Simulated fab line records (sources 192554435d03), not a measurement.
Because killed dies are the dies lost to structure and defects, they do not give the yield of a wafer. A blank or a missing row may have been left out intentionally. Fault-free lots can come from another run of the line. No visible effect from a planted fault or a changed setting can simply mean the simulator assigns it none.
Chamber matching | flow n5-finfet | N5_BEOL_M15_DEP_53 on pecvd-01 has 3 sister chambers
The step deposits SiCN from 3MS/NH3, target thk 50 nm, time 17.8 s. 18 wafers are shown with their chamber, then 9 later ones without.

== WAFERS WITH THEIR CHAMBER ==
wafer  | chamber | throttle-valve-pct (%) | rf-fwd-power-W (W) | showerhead-plenum-p-Torr (Torr)
L075.3 | 2       | 16.0                   | 660.4              | 4.149
L075.4 | 0       | 16.9                   | 670.2              | 4.157
L075.6 | 2       | 16.1                   | 662.8              | 4.160
L079.3 | 0       | 17.0                   | 668.1              | 4.172
L079.4 | 2       | 16.0                   | 663.1              | 4.151
L079.6 | 1       | 19.2                   | 670.2              | 4.155
L080.1 | 1       | 19.1                   | 670.8              | 4.144
L080.2 | 0       | 17.0                   | 670.9              | 4.152
L080.6 | 0       | 17.3                   | 669.2              | 4.156
L081.2 | 2       | 16.1                   | 663.8              | 4.157
L081.4 | 1       | 19.5                   | 672.3              | 4.138
L081.5 | 1       | 19.2                   | 674.7              | 4.141
L083.2 | 1       | 19.5                   | 667.3              | 4.138
L083.4 | 2       | 16.0                   | 664.7              | 4.157
L083.5 | 2       | 16.2                   | 664.2              | 4.133
L087.2 | 0       | 17.1                   | 666.8              | 4.154
L087.4 | 2       | 16.2                   | 668.7              | 4.155
L087.6 | 1       | 19.3                   | 669.8              | 4.131

SIGNATURES (averages over the wafers above)
reading                  | chamber 0 | chamber 1 | chamber 2 | scatter within a chamber
throttle-valve-pct       | 17.060    | 19.300    | 16.086    | 0.137
rf-fwd-power-W           | 669.040   | 670.850   | 663.957   | 2.3
showerhead-plenum-p-Torr | 4.15820   | 4.14117   | 4.15171   | 0.00844
Rule: distance of a wafer from a chamber = root of the sum over the readings of ((wafer's reading minus chamber's mean) / reading's scatter) squared. If the next closest chamber is less than 2 further off than the closest, the wafer can't be placed; otherwise it belongs to the closest. The scatter: take each reading less its chamber's mean, square it, sum over the shown wafers, divide by the number of wafers less the number of chambers, and take the root.

== WAFERS WITH NO CHAMBER GIVEN ==
wafer  | throttle-valve-pct (%) | rf-fwd-power-W (W) | showerhead-plenum-p-Torr (Torr)
L090.1 | 17.2                   | 671.0              | 4.163
L090.5 | 16.3                   | 664.5              | 4.156
L090.6 | 19.4                   | 669.9              | 4.134
L092.2 | 17.1                   | 667.6              | 4.167
L092.5 | 16.3                   | 663.3              | 4.158
L092.6 | 19.3                   | 668.6              | 4.140
L096.1 | 16.5                   | 663.7              | 4.140
L096.2 | 17.3                   | 672.4              | 4.148
L096.3 | 19.2                   | 669.8              | 4.142

== WHICH CHAMBER EACH WENT THROUGH ==
wafer  | from the rows above     | in truth
L090.1 | 0                       | 0
L090.5 | 2                       | 2
L090.6 | 1                       | 1
L092.2 | 0                       | 0
L092.5 | 2                       | 2
L092.6 | 1                       | 1
L096.1 | can't be placed: 2 or 0 | 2
L096.2 | 0                       | 0
L096.3 | 1                       | 1
Placed correctly: 8 of 9. From these rows, 1 cannot be placed; in 1 the true chamber is one of the candidates. Wrongly placed: 0.
